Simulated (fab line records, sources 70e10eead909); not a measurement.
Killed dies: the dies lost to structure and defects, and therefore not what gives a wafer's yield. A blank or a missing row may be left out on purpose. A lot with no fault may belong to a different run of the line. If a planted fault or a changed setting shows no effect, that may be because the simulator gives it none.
Matching of chambers -- flow nand_harc -- 4 sister chambers for NHARC_P_GATE_DESCUM_13 on rie_diel-01
The step chemistry O2, time 3 s. 16 wafers are shown with their chamber, then 8 later ones without.

## WAFERS PAIRED WITH THEIR CHAMBERS
wafer,chamber,drypump_motor_current_A (A),showerhead_plenum_p_Torr (Torr),oes_product_au (a.u.)
L728.1,1,5.1,1.83,1.007
L728.5,2,6.0,1.99,0.998
L728.6,3,5.4,1.90,0.981
L727.1,2,6.0,1.99,0.996
L727.5,1,5.1,1.83,0.998
L727.6,2,6.0,1.99,0.999
L730.1,3,5.3,1.90,0.983
L730.2,1,5.1,1.83,1.018
L730.6,3,5.4,1.90,0.989
L733.2,3,5.3,1.90,0.985
L733.3,0,6.7,1.80,0.997
L733.6,2,6.0,1.99,1.004
L745.4,3,5.4,1.89,0.975
L745.5,2,6.0,1.98,0.990
L745.6,1,5.1,1.82,0.999
L744.1,3,5.3,1.89,0.976

SIGNATURES (averages over the wafers above)
reading,chamber 0,chamber 1,chamber 2,chamber 3,scatter within a chamber
drypump_motor_current_A,6.700,5.100,6.000,5.350,0.0354
showerhead_plenum_p_Torr,1.8000,1.8275,1.9880,1.8967,0.0049
oes_product_au,0.99700,1.00550,0.99740,0.98150,0.00648
Rule: for a wafer and a chamber, the distance is found by dividing, reading by reading, the gap between the wafer's reading and the chamber's mean by the reading's scatter, squaring, summing and taking the root. The wafer belongs to the nearest chamber; if the next one is less than 2 further off, it can't be placed. The scatter is the square root of a quotient: the sum, over the shown wafers, of each reading's squared deviation from its chamber's mean, divided by wafers minus chambers.

## WAFERS WITHOUT THEIR CHAMBER
wafer,drypump_motor_current_A (A),showerhead_plenum_p_Torr (Torr),oes_product_au (a.u.)
L744.3,6.0,1.98,0.994
L744.4,5.1,1.82,0.997
L747.3,6.0,1.98,1.002
L747.4,5.3,1.89,0.994
L747.6,6.0,1.98,0.997
L746.1,5.4,1.89,0.982
L746.2,5.1,1.82,1.007
L746.4,6.0,1.98,0.995

## EACH ONE'S CHAMBER
wafer,from the rows above,in truth
L744.3,2,2
L744.4,1,1
L747.3,2,2
L747.4,3,3
L747.6,2,2
L746.1,3,3
L746.2,1,1
L746.4,2,2
8 of 8 placed correctly. Can't be placed from these rows: 0. 0 placed wrongly.
